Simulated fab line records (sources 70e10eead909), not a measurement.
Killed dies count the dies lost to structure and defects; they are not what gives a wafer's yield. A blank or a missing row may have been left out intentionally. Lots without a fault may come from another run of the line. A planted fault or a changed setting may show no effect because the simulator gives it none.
8D (eight disciplines) problem report, filled in by code -- flow nand harc -- the parts of the form that need people (team, actions taken, sign-off) are left out

## 1. PROBLEM STATEMENT
Wafers with no fault read 1.000 a.u. with a standard deviation of 0.011, whereas oes product au at NHARC_A_WL_FILL_ETCHBACK_04 reads a mean of 0.764 a.u. on 1 wafer of 1 lot. Relative to the usual mean, that is a shift of -21 standard deviations.
The step: etches the open film in NF3, target depth 60 nm, time 120 s.
First observed at day 18 13:11: wafer L947.2, on rie metal-02. The record has a number at this step for 36 wafers belonging to 12 lots. The rule behind "out" and "out of limits": a value lying over 4 standard deviations away from the usual mean. All remaining wafers that have a number are taken as sound.

## 2. WHAT IT IS; WHAT IT IS NOT
question,is,is not
which readings at this step,oes product au,drypump motor current A
which lots,L947,"L935, L936, L938, L948, L949, L950, L952, L953, L954, L955, L958"
which wafers of those lots,L947.2,"L947.4, L947.5"
read on which tools,rie metal-02,"rie metal-01, rie metal-03"
when,from day 18 13:11,"up to then (11 sound wafers); but 24 sound wafers of L948, L949, L950, L952, L953, L954, L955, L958 came after"

## 3. THE SUSPECTS, EACH WITH WHAT RULES IT OUT
Counting: a tool at a process step up to the reading stays a suspect if it ran every lot that is out. Sound lots after the first of them don't rule it out here, since some wafers of a struck lot are sound.
- rie diel-08 at NHARC_A_SGD_CUT_ETCH_59 (etches the open film in N2/H2, target depth 260 nm, time 406.25 s): kept. It ran the lot that is out, L947 (day 17 13:11). With no start given for some of its lots, NHARC_A_SGD_CUT_ETCH_59 uses the hours and lot order of NHARC_A_SGD_CUT_ETCHBACK_24.
- rie diel-11 at NHARC_A_SGD_CUT_ETCHBACK_24 (etches the open film in CH3F/O2, target depth 50 nm, time 92.857 s): kept. L947, the lot that is out, went through it at day 17 13:11; up to then, the latest sound lot through it was L935 at day 14 07:51.
- rie metal-02 at NHARC_A_WL_FILL_ETCHBACK_04 (etches the open film in NF3, target depth 60 nm, time 120 s): kept. L947, the lot that is out, went through it at day 18 13:11; up to then, the latest sound lot through it was L935 at day 15 04:13. On those wafers its own readings are out: oes product au.
- At NHARC_A_SGD_CUT_ETCH_59, inside rie diel-08: chamber 0 took the wafers that are out, while their sound lot-mates went through chambers 1, 3.
- Within rie diel-11 at NHARC_A_SGD_CUT_ETCHBACK_24: the wafers that are out ran in chamber 1; their sound lot-mates ran in chamber 0.
- Within rie metal-02 at NHARC_A_WL_FILL_ETCHBACK_04: the wafers that are out ran in chamber 0; their sound lot-mates ran in chamber 1.
Left after counting: rie diel-08 at NHARC_A_SGD_CUT_ETCH_59, rie diel-11 at NHARC_A_SGD_CUT_ETCHBACK_24, rie metal-02 at NHARC_A_WL_FILL_ETCHBACK_04.

## 4. THE CAUSE (what the simulator had put in)
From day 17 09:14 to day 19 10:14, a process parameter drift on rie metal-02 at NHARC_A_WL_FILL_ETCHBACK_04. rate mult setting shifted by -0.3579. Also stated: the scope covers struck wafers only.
This tool is one of the 3 suspects left after counting.

## 5. SEQUENCE OF EFFECTS, ordered by route
Each row: a reading whose mean over the struck wafers that have a number lies more than 3 standard deviations from the usual. Scope: only readings with a usual standard deviation given in the record; hours: median across lots of the time from each lot's start at the first step in this table that gives one to its start at this step; sigmas: change in usual standard deviations.
hours,step,reading,usual,on struck wafers,change,sigmas
0,NHARC_A_WL_FILL_ETCHBACK_04,oes product au,1.000 a.u.,0.764,-0.236,-21
It contains these process steps:
- NHARC_A_WL_FILL_ETCHBACK_04: etches the open film in NF3, target depth 60 nm, time 120 s.

## 6. HOW IT WOULD HAVE BEEN CAUGHT EARLIER
In this record no reading fell out of limits until day 18 13:11, 28 hours after the fault had begun at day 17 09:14.
